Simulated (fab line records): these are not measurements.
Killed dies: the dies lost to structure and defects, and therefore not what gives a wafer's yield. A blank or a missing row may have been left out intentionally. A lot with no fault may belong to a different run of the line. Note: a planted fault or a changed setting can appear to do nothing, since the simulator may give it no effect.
Matching of chambers ; flow n5Finfet ; N5_BEOL_M4_ALD_98 on aldSin-03: 4 sister chambers
The step deposits SiO2, target thk 2.5 nm, pulse time 1 s, co reactant pulse time 1 s. 14 wafers are shown with their chamber, then 7 later ones without.

WAFERS PAIRED WITH THEIR CHAMBERS
wafer;chamber;heaterPowerW (W);heaterPowerOuterW (W);precursorPulseHeightRel
L075.1;1;76;38;0.983
L075.2;3;75;38;0.992
L075.3;0;82;40;0.999
L081.1;3;75;37;0.977
L081.2;2;94;49;0.996
L081.6;3;74;38;1.004
L085.2;2;93;51;1.013
L085.4;3;74;38;1.012
L085.5;1;73;39;0.958
L086.2;2;93;50;0.994
L086.3;3;75;38;1.029
L086.6;2;94;49;0.996
L088.1;2;93;49;0.961
L088.4;3;75;38;1.002

SIGNATURES (averages over the wafers above)
reading;chamber 0;chamber 1;chamber 2;chamber 3;scatter within a chamber
heaterPowerW;82.00;74.50;93.40;74.67;0.839
heaterPowerOuterW;40.00;38.50;49.60;37.83;0.673
precursorPulseHeightRel;0.99900;0.97050;0.99200;1.00267;0.0182
Rule: for a wafer and a chamber, the distance is found by dividing, reading by reading, the gap between the wafer's reading and the chamber's mean by the reading's scatter, squaring, summing and taking the root. The wafer belongs to the nearest chamber; if the next one is less than 2 further off, it can't be placed. The scatter is the square root of a quotient: the sum, over the shown wafers, of each reading's squared deviation from its chamber's mean, divided by wafers minus chambers.

WAFERS WHOSE CHAMBER IS MISSING
wafer;heaterPowerW (W);heaterPowerOuterW (W);precursorPulseHeightRel
L088.5;74;39;0.997
L094.1;94;50;0.989
L094.4;83;39;0.987
L094.5;95;49;0.973
L097.2;73;38;0.978
L097.4;95;50;1.008
L097.5;81;39;1.022

WHICH CHAMBER EACH WENT THROUGH
wafer;from the rows above;in truth
L088.5;can't be placed: 1 or 3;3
L094.1;2;2
L094.4;0;0
L094.5;2;2
L097.2;can't be placed: 1 or 3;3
L097.4;2;2
L097.5;0;0
Correct placement for 5 of the 7. Unplaceable from these rows: 2, with the true chamber sitting among the candidates in 2. Placed wrongly: 0.
